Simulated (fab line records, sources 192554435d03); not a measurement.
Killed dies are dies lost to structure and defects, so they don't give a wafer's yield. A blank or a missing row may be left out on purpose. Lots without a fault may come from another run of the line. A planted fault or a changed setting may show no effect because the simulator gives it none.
fab line records | flow n5_finfet
record lots=4 wafers=11 last_day=19
route steps=1938 shown GATE_CUT@480 BEOL_M4@1111 PASSIVATION@1936
lots that met no fault: from a run of the same line without faults
start_h: hours from the record's first day to the start of the lot's first wafer shown | wait_h: hours since the lot's step before | " the same as in the row above | L1.1+2: a row that stands for several wafers | - no value, or no start given | * or withheld: withheld | < > ~ a bound
route shown NAME@n: a module of which the file shows steps, and the number in the route of the first | usual: mean/standard deviation of fault-free wafers | same: alike in all rows | chamber/n: place in a boat | sites: the reading at each site | _std_site: their standard deviation | _edge_site: outer sites' mean less inner sites' | radius_mm: how far each site lies from the wafer's centre | mask NAME#n: copy n | behind: the tool/chamber that last shaped the wafer | hold: why the lot was held/for how many hours/how that ended | device: the transistor (n, p or np) that didn't switch | end of line: the same wafers' tests at the end of the route | a step without rows: its recipe alone | killed: dies lost to structure and defects at the first sort, not the wafer's yield | map: a wafer's dies, x killed, . not, _ none there
set.NAME: the setting as run; set.NAME@STEP: as run at that earlier step | model.NAME: the simulator's own value behind a step, which no gauge read
lots at some steps of the route; a table a step, a row a wafer
services: from which hour (start_h, from the record's first day; less than 0 if before it) a tool's chamber was out of use, for how many hours, and why
## steps
# step N5_GATE_CUT_COAT_27
# recipe resist=underlayer temp_c=205 time_s=60 spin_rpm=1500 resist_thk_nm=10
# step N5_GATE_CUT_COAT_07
# recipe resist=CAR-EUV spin_rpm=1500 resist_thk_nm=30
# step N5_GATE_CUT_EBR_09
# recipe solvent=PGMEA ebr_width_mm=1.5
# step N5_GATE_CUT_SOFTBAKE_08
# recipe temp_c=110 time_s=60 resist=CAR-EUV
# step N5_GATE_CUT_EXPOSE_10
# recipe mask_id=GATE_CUT na=0.33 source_shape=annular sigma_inner=0.35 sigma_outer=0.8 polarization=unpolarized target_cd_nm=20 dose_mj=43.25
# step N5_GATE_CUT_PEB_11
# recipe peb_temp_c=100 peb_time_s=60 resist=CAR-EUV
# step N5_GATE_CUT_DEVELOP_12
# recipe develop_time_s=30 developer=TMAH resist=CAR-EUV rinse_liquid=surfactant_rinse dry=air_spin dev_temp_c=23
# step N5_GATE_CUT_DESCUM_18
# recipe chemistry=O2 time_s=7 source_power_w=50 bias_power_w=20 pressure_mtorr=20 rf_frequency_hz=2.712e+07 temp_c=40 resist=CAR-EUV o2_flow_sccm=225
# step N5_GATE_CUT_ETCH_28
# recipe chemistry=N2/H2 target=underlayer target_depth_a=130 mask_material=CAR-EUV time_s=10.4 ion_energy_ev=200 pressure_mtorr=30 source_w=840 bias_w=150 n2_flow_sccm=200 h2_flow_sccm=200 ends=cleared
# step N5_GATE_CUT_ETCH_36
# recipe chemistry=CF4 target=SiARC target_depth_a=130 mask_material=CAR-EUV time_s=21.7 ion_energy_ev=80 pressure_mtorr=40 source_w=545 bias_w=36 Ar_flow_sccm=100 cf4_flow_sccm=100 ends=cleared
# usual bias_w=35.97/0.1 cf4_flow_sccm=99.98/0.26 drypump_motor_current_A=5.6/0.35 etch_rf_on_time_s=21.6/0.43 oes_product_au=0.67/0.07 rf_vpp_V=184.3/1.2 showerhead_plenum_p_Torr=2.15/0.071 throttle_valve_pct=15.78/0.22
# columns lot.wafer tool chamber start_h wait_h bias_w cf4_flow_sccm drypump_motor_current_A etch_rf_on_time_s oes_product_au rf_hours_counter_h rf_vpp_V showerhead_plenum_p_Torr throttle_valve_pct model.CAR-EUV_of_GATE_CUT_COAT_07.thk_nm
L244.1 rie_diel-03 2 119.65 0.0 - - - - - - - - - 14.6
L244.3 " 1 " " - - - - - - - - - 14.8
L244.5 " 1 " " - - - - - - - - - 14.6
L246.4 rie_diel-01 1 126.20 0.0 - - - - - - - - - 14.6
L246.6 " 0 " " - - - - - - - - - 14.6
L256.1 rie_diel-03 3 188.62 0.0 35.93 99.70 5.5 22.0 0.62 200 182.6 2.13 16.01 7
L256.2 " 0 " " 35.96 99.80 5.4 21.7 0.63 183 183.5 2.13 15.70 7
L256.5 " 3 " " 35.85 100.23 5.5 22.0 0.63 - 182.8 2.13 16.01 6.8
L259.4 rie_diel-03 1 207.56 0.0 35.98 99.82 5.9 21.1 0.80 8 185.7 2.26 15.56 7
L259.5 " 1 " " 36.04 100.21 5.9 21.0 0.81 - 185.7 2.26 15.56 7
L259.6 " 0 " " 36.08 99.72 5.4 21.7 0.63 - 185.0 2.13 15.71 7
# step N5_GATE_CUT_ETCH_37
# recipe chemistry=N2/H2 target=SOC target_depth_a=600 overetch_a=120 mask_material=SiARC temp_c=40 time_s=90 ion_energy_ev=200 pressure_mtorr=30 source_w=840 bias_w=150 n2_flow_sccm=200 h2_flow_sccm=200
# usual bias_w=150.0/0.44 chamber_pressure_mTorr=29.999/0.027 drypump_motor_current_A=5.6/0.35 oes_product_au=0.70/0.071 rf_vpp_V=524.2/2.7 showerhead_plenum_p_Torr=2.55/0.088 throttle_valve_pct=18.02/0.22
# same time_s=90
# columns lot.wafer tool chamber start_h wait_h bias_w chamber_pressure_mTorr drypump_motor_current_A oes_product_au rf_hours_counter_h rf_vpp_V showerhead_plenum_p_Torr throttle_valve_pct
L244.1 rie_diel-03 2 119.67 0.0 149.8 29.989 5.4 0.29 125 524.4 2.54 17.92
L244.3 " 1 " " 150.4 30.010 6.0 0.27 237 520.8 2.40 18.24
L244.5 " 1 " " 150.1 30.069 5.9 0.26 - 519.6 2.40 18.25
L246.4 rie_diel-01 1 126.23 0.0 149.7 29.965 6.1 0.29 168 523.3 2.54 18.11
L246.6 " 0 " " 150.4 29.994 5.7 0.27 - 524.6 2.55 18.03
L256.1 rie_diel-03 3 188.65 0.0 150.7 30.055 5.5 0.67 200 524.8 2.51 18.23
L256.2 " 0 " " 149.9 29.978 5.4 0.67 183 522.1 2.54 18.11
L256.5 " 3 " " 150.5 30.041 5.5 0.66 - 524.8 2.51 18.22
L259.4 rie_diel-03 1 207.58 0.0 149.4 29.988 6.0 0.83 8 528.2 2.71 17.94
L259.5 " 1 " " 150.8 30.000 6.0 0.83 - 528.3 2.71 17.94
L259.6 " 0 " " 150.1 29.995 5.5 0.66 - 524.2 2.54 18.12
# step N5_GATE_CUT_STRIP_38
# recipe chemistry=N2/H2 temp_c=40 n2_flow_sccm=200 h2_flow_sccm=200 rf_frequency_hz=6e+07
# step N5_GATE_CUT_STRIP_39
# recipe chemistry=N2/H2 temp_c=40 n2_flow_sccm=200 h2_flow_sccm=200 rf_frequency_hz=6e+07
# step N5_GATE_CUT_HM_OPEN_40
# recipe chemistry=C4F6/O2 target=SiO2 mask_material=SiARC target_depth_a=1390 time_s=85.1 ion_energy_ev=250 pressure_mtorr=30 source_w=345 bias_w=185 Ar_flow_sccm=300 C4F6_flow_sccm=10 O2_flow_sccm=10 ends=cleared
# usual drypump_motor_current_A=5.6/0.35 etch_rf_on_time_s=92.8/1.8 oes_product_au=0.70/0.074 rf_vpp_V=668/11 showerhead_plenum_p_Torr=2.86/0.097 throttle_valve_pct=21.12/0.23
# columns lot.wafer tool chamber start_h wait_h drypump_motor_current_A etch_rf_on_time_s oes_product_au rf_hours_counter_h rf_vpp_V showerhead_plenum_p_Torr throttle_valve_pct
L244.1 rie_diel-03 2 119.76 0.0 5.4 212.7 0.28 125 662 2.84 20.96
L244.3 " 1 " " 6.0 212.7 0.27 238 676 2.68 21.10
L244.5 " 1 " " 6.0 212.8 0.26 - 675 2.68 21.10
L246.4 rie_diel-01 1 126.31 0.0 6.1 212.8 0.29 168 669 2.84 20.99
L246.6 " 0 " " 5.8 212.8 0.27 - 665 2.86 21.01
L256.1 rie_diel-03 3 188.73 0.0 5.5 93.4 0.66 200 656 2.83 21.34
L256.2 " 0 " " 5.4 91.2 0.68 183 673 2.85 21.09
L256.5 " 3 " " 5.5 94.2 0.66 - 656 2.83 21.32
L259.4 rie_diel-03 1 207.67 0.0 5.9 92.1 0.85 8 688 3.01 20.97
L259.5 " 1 " " 5.9 90.6 0.85 - 689 3.01 20.98
L259.6 " 0 " " 5.4 91.7 0.67 - 674 2.85 21.10
# step N5_GATE_CUT_STRIP_41
# recipe chemistry=CF4 resist=SiARC power_w=300 bias_power_w=75 pressure_mtorr=50 cf4_flow_sccm=150 rf_frequency_hz=6e+07
# step N5_GATE_CUT_STRIP_42
# recipe chemistry=O2 power_w=400 temp_c=40 pressure_mtorr=30 rf_frequency_hz=6e+07 bias_power_w=0 overash_fraction=0.3 o2_flow_sccm=225
# step N5_GATE_CUT_ETCH_19
# recipe chemistry=CH3F/O2 target=SiNx mask_material=SiO2 target_depth_a=537 time_s=76.7 pressure_mtorr=30 source_w=395 bias_w=73 Ar_flow_sccm=150 CH3F_flow_sccm=30 O2_flow_sccm=20 ion_energy_ev=120 ends=cleared
# usual CH3F_flow_sccm=30.00/0.092 O2_flow_sccm=20.01/0.061 drypump_motor_current_A=5.6/0.35 etch_rf_on_time_s=76.5/1.1 oes_product_au=0.67/0.07 rf_vpp_V=299/4.7 showerhead_plenum_p_Torr=2.01/0.071 throttle_valve_pct=16.52/0.23
# columns lot.wafer tool chamber start_h wait_h CH3F_flow_sccm O2_flow_sccm drypump_motor_current_A etch_rf_on_time_s oes_product_au rf_hours_counter_h rf_vpp_V showerhead_plenum_p_Torr throttle_valve_pct
L244.1 rie_diel-03 2 119.88 0.0 29.98 19.91 5.3 191.7 0.28 125 296 2.00 16.54
L244.3 " 1 " " 30.01 20.09 5.9 191.8 0.27 238 302 1.88 16.70
L244.5 " 1 " " 30.11 20.01 6.0 191.8 0.27 - 301 1.88 16.70
L246.4 rie_diel-01 1 126.43 0.0 30.13 20.00 6.1 191.7 0.29 169 300 2.00 16.56
L246.6 " 0 " " 30.06 20.02 5.7 191.7 0.27 - 296 2.01 16.55
L256.1 rie_diel-03 3 188.85 0.0 29.96 20.04 5.5 78.6 0.63 200 293 1.99 16.75
L256.2 " 0 " " 30.05 19.95 5.4 77.0 0.62 183 301 2.00 16.49
L256.5 " 3 " " 29.99 20.01 5.4 77.7 0.62 - 294 1.99 16.73
L259.4 rie_diel-03 1 207.79 0.0 29.95 20.12 5.9 74.4 0.80 8 307 2.12 16.33
L259.5 " 1 " " 29.90 19.88 5.9 74.5 0.80 - 308 2.12 16.34
L259.6 " 0 " " 30.06 19.94 5.4 76.3 0.62 - 301 2.00 16.49
# step N5_GATE_CUT_CUT_ETCH_53
# recipe chemistry=SF6/Cl2 target=W mask_material=SiO2 target_depth_a=792 pressure_mtorr=8 icp_w=900 bias_w=80 SF6_flow_sccm=40 Cl2_flow_sccm=60 ends=cleared
# usual SF6_flow_sccm=40.02/0.12 bias_w=79.98/0.24 drypump_motor_current_A=5.7/0.48 etch_rf_on_time_s=26.1/0.58 oes_product_au=0.69/0.1 throttle_valve_pct=28.87/0.26
# columns lot.wafer tool chamber start_h wait_h SF6_flow_sccm bias_w drypump_motor_current_A etch_rf_on_time_s oes_product_au rf_hours_counter_h throttle_valve_pct
L244.1 rie_metal-01 0 120.02 0.1 40.02 80.23 6.1 34.3 0.23 110 27.63
L244.3 " 0 " " 40.07 79.66 6.1 34.3 0.24 - 27.62
L244.5 " 0 " " 40.09 79.95 6.1 34.3 0.24 - 27.63
L246.4 rie_metal-01 0 126.56 0.1 40.02 79.98 6.1 34.3 0.24 - 27.63
L246.6 " 1 " " 39.82 79.77 5.0 34.3 0.24 - 27.82
L256.1 rie_metal-03 0 188.96 0.1 40.14 79.57 6.4 26.3 0.75 24 29.00
L256.2 " 1 " " 39.91 79.99 5.5 25.4 0.81 14 28.61
L256.5 " 1 " " 39.94 80.54 5.5 25.5 0.81 - 28.60
L259.4 rie_metal-01 0 207.92 0.1 40.05 79.78 6.1 25.3 0.57 - 29.04
L259.5 " 0 " " 40.16 79.57 6.1 25.3 0.57 - 29.04
L259.6 " 1 " " 39.79 80.51 4.9 25.8 0.57 - 29.25
# step N5_GATE_CUT_CUT_ETCH_54
# recipe chemistry=Cl2/BCl3 target=TiN mask_material=SiO2 target_depth_a=967 pressure_mtorr=10 icp_w=1000 bias_w=126 Cl2_flow_sccm=53.25 bcl3_flow_sccm=21.75 Ar_flow_sccm=25 ends=cleared
# usual bcl3_flow_sccm=21.76/0.073 bias_w=126.0/0.44 drypump_motor_current_A=5.7/0.48 etch_rf_on_time_s=36.4/0.87 oes_product_au=0.69/0.099 throttle_valve_pct=22.23/0.22
# columns lot.wafer tool chamber start_h wait_h bcl3_flow_sccm bias_w drypump_motor_current_A etch_rf_on_time_s oes_product_au rf_hours_counter_h throttle_valve_pct
L244.1 rie_metal-01 0 120.08 0.0 21.69 126.4 6.1 47.9 0.24 110 22.91
L244.3 " 0 " " 21.74 125.9 6.1 47.9 0.24 - 22.91
L244.5 " 0 " " 21.74 126.5 6.2 47.9 0.23 - 22.92
L246.4 rie_metal-01 0 126.62 0.0 21.69 126.3 6.1 47.9 0.23 - 22.89
L246.6 " 1 " " 21.71 126.2 4.9 47.9 0.23 - 23.03
L256.1 rie_metal-03 0 189.02 0.0 21.76 127.0 6.4 36.5 0.75 24 22.34
L256.2 " 1 " " 21.79 125.9 5.5 35.5 0.81 15 21.99
L256.5 " 1 " " 21.73 125.7 5.5 35.4 0.80 - 21.99
L259.4 rie_metal-01 0 207.98 0.0 21.89 125.3 6.1 35.7 0.57 - 22.39
L259.5 " 0 " " 21.81 125.6 6.1 35.8 0.56 - 22.38
L259.6 " 1 " " 21.76 125.3 4.9 36.6 0.57 - 22.53
# step N5_GATE_CUT_CUT_ETCH_55
# recipe chemistry=BCl3 target=HfO2 mask_material=SiO2 target_depth_a=32 ion_energy_ev=30 pressure_mtorr=5 icp_w=450 bias_w=18 bcl3_flow_sccm=80
# usual bcl3_flow_sccm=79.99/0.21 bias_w=18.00/0.049 drypump_motor_current_A=5.7/0.48 oes_product_au=0.77/0.12 throttle_valve_pct=33.2/0.31
# columns lot.wafer tool chamber start_h wait_h bcl3_flow_sccm bias_w drypump_motor_current_A oes_product_au rf_hours_counter_h throttle_valve_pct
L244.1 rie_metal-01 0 120.14 0.0 80.17 17.94 6.1 0.23 110 33.3
L244.3 " 0 " " 80.29 17.94 6.1 0.24 - 33.3
L244.5 " 0 " " 80.04 17.98 6.1 0.24 - 33.3
L246.4 rie_metal-01 0 126.67 0.0 79.60 18.01 6.1 0.24 - 33.4
L246.6 " 1 " " 79.63 18.01 5.0 0.24 - 33.5
L256.1 rie_metal-03 0 189.08 0.0 79.90 17.97 6.4 0.85 24 33.4
L256.2 " 1 " " 79.82 18.03 5.5 0.88 15 32.7
L256.5 " 1 " " 80.09 17.98 5.5 0.89 - 32.7
L259.4 rie_metal-01 0 208.03 0.0 80.01 17.94 6.1 0.62 - 33.4
L259.5 " 0 " " 79.75 17.98 6.1 0.61 - 33.4
L259.6 " 1 " " 79.70 17.97 4.9 0.61 - 33.6
# step N5_BEOL_M4_RC_MEAS_101
# usual DIBL_N=35.1/1.6 DIBL_P=34.9/1.8 IOFF_N=0.143/0.026 IOFF_P=0.21/0.037 ION_N=671/11 ION_P=463/7.8 SS_N=71.2/0.58 SS_P=73.0/0.54 VT_N=251/3 VT_P=-250/4.1
# columns lot.wafer tool chamber start_h wait_h DIBL_N[mV/V] DIBL_P[mV/V] IOFF_N[nA/um] IOFF_P[nA/um] ION_N[uA/um] ION_P[uA/um] SS_N[mV/dec] SS_P[mV/dec] VT_N[mV] VT_P[mV]
L256.1 prober-01 0 286.63 0.0 34.4 33.0 0.116 0.16 666 458 70.3 72.6 257 -254
L256.2 " 0 " " 35.0 35.4 0.138 0.19 676 460 71.1 73.4 251 -251
L256.5 " 0 " " 37.3 38.0 0.180 0.22 688 463 71.4 73.4 247 -254
L259.4 prober-01 0 331.26 0.5 36.4 36.4 0.153 0.22 671 468 71.5 72.9 252 -250
L259.5 " 0 " " 35.4 36.0 0.141 0.22 672 471 71.1 73.3 249 -247
L259.6 " 0 " " 34.2 33.7 0.117 0.19 657 454 71.1 72.9 253 -250
# step N5_PASSIVATION_PROBE_49
# usual killed_at_M0_to_M3=36/11 killed_at_M4_up=14/5.2 killed_at_contacts=12/6.1 killed_at_front_end=40/12 killed_at_other=3.2/2.5 killed_dies=105/16 killed_on_rim=14/4.4 killed_open=68/12 killed_short=35/8.7
# same gross_dies=1180 killed_at_back_side=0
# columns lot.wafer tool chamber start_h wait_h killed_at_M0_to_M3 killed_at_M4_up killed_at_contacts killed_at_front_end killed_at_other killed_dies killed_on_rim killed_open killed_short
L244.1 prober-01 - 332.86 0.0 58 7 13 1099 3 1180 152 70 38
L244.3 prober-01 - 332.96 0.1 36 18 12 1111 3 1180 152 63 41
L244.5 prober-01 - 333.06 0.2 49 12 8 1105 6 1180 152 64 38
L246.4 prober-02 - 349.31 0.2 40 13 6 1121 0 1180 152 68 25
L256.1 prober-01 - 387.66 0.0 36 18 18 42 1 115 14 83 30
L256.2 prober-01 - 387.71 0.1 42 8 29 45 5 129 19 88 40
L256.5 prober-01 - 387.86 0.2 36 14 14 40 3 107 24 79 26
L259.4 prober-01 - 448.96 0.2 27 6 16 48 6 103 19 66 31
L259.5 prober-01 - 449.01 0.2 24 12 15 55 3 109 17 73 34
L259.6 prober-01 - 449.06 0.3 30 15 8 28 4 85 14 56 26
# killed by level:class
L244.1 GATE_CUT:area_etch=1072 BEOL_M0_SAQP:geometric_particle:short=15 BEOL_M0_SAQP:geometric_particle:open=14 BEOL_M2:geometric_particle:open=14 MOL_CONTACT_COAG:geometric_particle:open=10 BEOL_M2:geometric_particle:short=7 BEOL_M1:geometric_particle:open=6 FIN_SAQP:geometric_particle:short=4
L244.3 GATE_CUT:area_etch=1075 FIN_SAQP:geometric_particle:short=12 MOL_CONTACT_COAG:geometric_particle:open=10 BEOL_M0_SAQP:geometric_particle:short=8 BEOL_M2:geometric_particle:open=8 BEOL_M4:geometric_particle:open=7 BEOL_M0_SAQP:geometric_particle:open=6 BEOL_M3:geometric_particle:open=6
L244.5 GATE_CUT:area_etch=1078 BEOL_M0_SAQP:geometric_particle:open=15 BEOL_M0_SAQP:geometric_particle:short=14 FIN_SAQP:geometric_particle:open=9 MOL_CONTACT_COAG:geometric_particle:open=8 BEOL_M2:geometric_particle:open=6 BEOL_M1:geometric_particle:open=5 BEOL_M3:geometric_particle:open=4
L246.4 GATE_CUT:area_etch=1084 BEOL_M2:geometric_particle:open=13 FIN_SAQP:geometric_particle:short=9 STI_FIN_REVEAL:geometric_particle:open=9 BEOL_M0_SAQP:geometric_particle:open=8 BEOL_M4:geometric_particle:open=7 FIN_SAQP:geometric_particle:open=6 DUMMY_GATE:geometric_particle:open=6
L256.1 STI_FIN_REVEAL:geometric_particle:open=15 MOL_CONTACT_COAG:geometric_particle:open=15 BEOL_M0_SAQP:geometric_particle:short=9 FIN_SAQP:geometric_particle:open=7 BEOL_M4:geometric_particle:open=7 BEOL_M2:geometric_particle:open=6 BEOL_M1:geometric_particle:open=6 FIN_SAQP:geometric_particle:short=5
L256.2 MOL_CONTACT_COAG:geometric_particle:open=22 STI_FIN_REVEAL:geometric_particle:open=15 FIN_SAQP:geometric_particle:short=12 BEOL_M0_SAQP:geometric_particle:open=11 BEOL_M0_SAQP:geometric_particle:short=8 BEOL_M2:geometric_particle:open=8 MOL_CONTACT_COAG:geometric_particle:short=7 BEOL_M1:geometric_particle:open=7
L256.5 STI_FIN_REVEAL:geometric_particle:open=18 BEOL_M2:geometric_particle:open=15 MOL_CONTACT_COAG:geometric_particle:open=10 BEOL_M0_SAQP:geometric_particle:open=6 BEOL_M5:geometric_particle:open=5 FIN_SAQP:geometric_particle:short=4 MOL_CONTACT_COAG:geometric_particle:short=4 STARTING-WAFER:geometric_particle:short=4
L259.4 MOL_CONTACT_COAG:geometric_particle:open=11 FIN_SAQP:geometric_particle:open=8 DUMMY_GATE:geometric_particle:open=8 FIN_SAQP:geometric_particle:short=6 STI_FIN_REVEAL:geometric_particle:open=6 BEOL_M1:geometric_particle:open=6 BEOL_M3:geometric_particle:open=6 MOL_CONTACT_COAG:geometric_particle:short=5
L259.5 STI_FIN_REVEAL:geometric_particle:open=15 FIN_SAQP:geometric_particle:short=10 MOL_CONTACT_COAG:geometric_particle:open=9 FIN_SAQP:geometric_particle:open=8 BEOL_M0_SAQP:geometric_particle:short=8 DUMMY_GATE:geometric_particle:open=7 BEOL_M2:geometric_particle:open=6 MOL_CONTACT_COAG:geometric_particle:short=5
L259.6 BEOL_M0_SAQP:geometric_particle:open=8 FIN_SAQP:geometric_particle:open=7 MOL_CONTACT_COAG:geometric_particle:open=7 BEOL_M0_SAQP:geometric_particle:short=7 BEOL_M3:geometric_particle:open=6 FIN_SAQP:geometric_particle:short=5 DUMMY_GATE:geometric_particle:open=5 BEOL_M2:geometric_particle:open=5
# map L244.1 (x killed, . not)
_________________xxxxxxxxxxxx________________
______________xxxxxxxxxxxxxxxxxx_____________
___________xxxxxxxxxxxxxxxxxxxxxxxx__________
__________xxxxxxxxxxxxxxxxxxxxxxxxxx_________
________xxxxxxxxxxxxxxxxxxxxxxxxxxxxxx_______
_______xxxxxxxxxxxxxxxxxxxxxxxxxxxxxxxx______
______xxxxxxxxxxxxxxxxxxxxxxxxxxxxxxxxxx_____
_____xxxxxxxxxxxxxxxxxxxxxxxxxxxxxxxxxxxx____
____xxxxxxxxxxxxxxxxxxxxxxxxxxxxxxxxxxxxxx___
___xxxxxxxxxxxxxxxxxxxxxxxxxxxxxxxxxxxxxxxx__
___xxxxxxxxxxxxxxxxxxxxxxxxxxxxxxxxxxxxxxxx__
__xxxxxxxxxxxxxxxxxxxxxxxxxxxxxxxxxxxxxxxxxx_
__xxxxxxxxxxxxxxxxxxxxxxxxxxxxxxxxxxxxxxxxxx_
_xxxxxxxxxxxxxxxxxxxxxxxxxxxxxxxxxxxxxxxxxxxx
_xxxxxxxxxxxxxxxxxxxxxxxxxxxxxxxxxxxxxxxxxxxx
_xxxxxxxxxxxxxxxxxxxxxxxxxxxxxxxxxxxxxxxxxxxx
_xxxxxxxxxxxxxxxxxxxxxxxxxxxxxxxxxxxxxxxxxxxx
_xxxxxxxxxxxxxxxxxxxxxxxxxxxxxxxxxxxxxxxxxxxx
_xxxxxxxxxxxxxxxxxxxxxxxxxxxxxxxxxxxxxxxxxxxx
_xxxxxxxxxxxxxxxxxxxxxxxxxxxxxxxxxxxxxxxxxxxx
_xxxxxxxxxxxxxxxxxxxxxxxxxxxxxxxxxxxxxxxxxxxx
__xxxxxxxxxxxxxxxxxxxxxxxxxxxxxxxxxxxxxxxxxx_
__xxxxxxxxxxxxxxxxxxxxxxxxxxxxxxxxxxxxxxxxxx_
___xxxxxxxxxxxxxxxxxxxxxxxxxxxxxxxxxxxxxxxx__
___xxxxxxxxxxxxxxxxxxxxxxxxxxxxxxxxxxxxxxxx__
____xxxxxxxxxxxxxxxxxxxxxxxxxxxxxxxxxxxxxx___
_____xxxxxxxxxxxxxxxxxxxxxxxxxxxxxxxxxxxx____
______xxxxxxxxxxxxxxxxxxxxxxxxxxxxxxxxxx_____
_______xxxxxxxxxxxxxxxxxxxxxxxxxxxxxxxx______
________xxxxxxxxxxxxxxxxxxxxxxxxxxxxxx_______
__________xxxxxxxxxxxxxxxxxxxxxxxxxx_________
___________xxxxxxxxxxxxxxxxxxxxxxxx__________
______________xxxxxxxxxxxxxxxxxx_____________
_________________xxxxxxxxxxxx________________
# map L246.4 (x killed, . not)
_________________xxxxxxxxxxxx________________
______________xxxxxxxxxxxxxxxxxx_____________
___________xxxxxxxxxxxxxxxxxxxxxxxx__________
__________xxxxxxxxxxxxxxxxxxxxxxxxxx_________
________xxxxxxxxxxxxxxxxxxxxxxxxxxxxxx_______
_______xxxxxxxxxxxxxxxxxxxxxxxxxxxxxxxx______
______xxxxxxxxxxxxxxxxxxxxxxxxxxxxxxxxxx_____
_____xxxxxxxxxxxxxxxxxxxxxxxxxxxxxxxxxxxx____
____xxxxxxxxxxxxxxxxxxxxxxxxxxxxxxxxxxxxxx___
___xxxxxxxxxxxxxxxxxxxxxxxxxxxxxxxxxxxxxxxx__
___xxxxxxxxxxxxxxxxxxxxxxxxxxxxxxxxxxxxxxxx__
__xxxxxxxxxxxxxxxxxxxxxxxxxxxxxxxxxxxxxxxxxx_
__xxxxxxxxxxxxxxxxxxxxxxxxxxxxxxxxxxxxxxxxxx_
_xxxxxxxxxxxxxxxxxxxxxxxxxxxxxxxxxxxxxxxxxxxx
_xxxxxxxxxxxxxxxxxxxxxxxxxxxxxxxxxxxxxxxxxxxx
_xxxxxxxxxxxxxxxxxxxxxxxxxxxxxxxxxxxxxxxxxxxx
_xxxxxxxxxxxxxxxxxxxxxxxxxxxxxxxxxxxxxxxxxxxx
_xxxxxxxxxxxxxxxxxxxxxxxxxxxxxxxxxxxxxxxxxxxx
_xxxxxxxxxxxxxxxxxxxxxxxxxxxxxxxxxxxxxxxxxxxx
_xxxxxxxxxxxxxxxxxxxxxxxxxxxxxxxxxxxxxxxxxxxx
_xxxxxxxxxxxxxxxxxxxxxxxxxxxxxxxxxxxxxxxxxxxx
__xxxxxxxxxxxxxxxxxxxxxxxxxxxxxxxxxxxxxxxxxx_
__xxxxxxxxxxxxxxxxxxxxxxxxxxxxxxxxxxxxxxxxxx_
___xxxxxxxxxxxxxxxxxxxxxxxxxxxxxxxxxxxxxxxx__
___xxxxxxxxxxxxxxxxxxxxxxxxxxxxxxxxxxxxxxxx__
____xxxxxxxxxxxxxxxxxxxxxxxxxxxxxxxxxxxxxx___
_____xxxxxxxxxxxxxxxxxxxxxxxxxxxxxxxxxxxx____
______xxxxxxxxxxxxxxxxxxxxxxxxxxxxxxxxxx_____
_______xxxxxxxxxxxxxxxxxxxxxxxxxxxxxxxx______
________xxxxxxxxxxxxxxxxxxxxxxxxxxxxxx_______
__________xxxxxxxxxxxxxxxxxxxxxxxxxx_________
___________xxxxxxxxxxxxxxxxxxxxxxxx__________
______________xxxxxxxxxxxxxxxxxx_____________
_________________xxxxxxxxxxxx________________
## services
# columns tool chamber start_h hours kind
rie_diel-03 0 96.09 2.1 repair
rie_metal-03 - 119.08 2.8 pm
rie_diel-03 1 123.37 2.8 repair
rie_diel-01 1 129.06 5.2 repair
rie_diel-01 1 149.61 2.3 repair
rie_diel-01 2 150.61 2.8 repair
rie_diel-03 1 161.54 - clean
rie_diel-03 1 161.54 - consumable_replace:focus_ring
rie_diel-03 1 161.54 - consumable_replace:showerhead
rie_diel-03 1 161.54 15.7 scheduled_down
rie_diel-03 1 161.54 15.7 vent_cycle
## key
first_sign step=N5_GATE_CUT_ETCH_36 reading=tool_record direction=missing
effect step=N5_GATE_CUT_ETCH_37 reading=oes_product_au direction=down sigmas=6 usual=0.70 struck=0.28
effect step=N5_GATE_CUT_HM_OPEN_40 reading=etch_rf_on_time_s direction=up sigmas=66 usual=* struck=*
effect step=N5_GATE_CUT_ETCH_19 reading=etch_rf_on_time_s direction=up sigmas=99+ usual=* struck=*
effect step=N5_GATE_CUT_CUT_ETCH_53 reading=etch_rf_on_time_s direction=up sigmas=14 usual=* struck=*
effect step=N5_GATE_CUT_CUT_ETCH_54 reading=etch_rf_on_time_s direction=up sigmas=13 usual=* struck=*
effect step=N5_GATE_CUT_CUT_ETCH_55 reading=oes_product_au direction=down sigmas=4.5 usual=0.77 struck=0.24
effect step=N5_PASSIVATION_PROBE_49 reading=killed_at_front_end direction=up sigmas=92 usual=40 struck=1109
model_effect step=N5_GATE_CUT_ETCH_36 value=CAR-EUV_of_GATE_CUT_COAT_07.thk_nm without=6.92 struck=14.64
more_kills_born_at N5_GATE_CUT_ETCH_36@rie_diel-03=3225 N5_GATE_CUT_ETCH_36@rie_diel-01=1084
met_at N5_GATE_CUT_ETCH_36
struck_wafers L244.1,L244.3,L244.5,L246.4,L246.6
rows_end L246.6
later_rows_left_out L244.1,L244.3,L244.5,L246.4
tester_left_out L244,L246
fault kind=skipped_step_whole tool=rie_diel-01,rie_diel-03 chamber=- onset_h=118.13 steps=N5_GATE_CUT_ETCH_36 scope=struck_lots_only
# tester_left_out: of these lots the tester's yield and bins aren't shown, on N5 and GAA mostly nor the transistor test; their killed dies are dies lost to structure and defects alone, not to doping, threshold or leakage, so they don't give the yield
# later_rows_left_out: the simulator's readings of these wafers behind a module that went badly wrong aren't trusted and aren't shown, but for the sort
# rows_end: these wafers met a further fault down the route, and their rows from its step on are left out
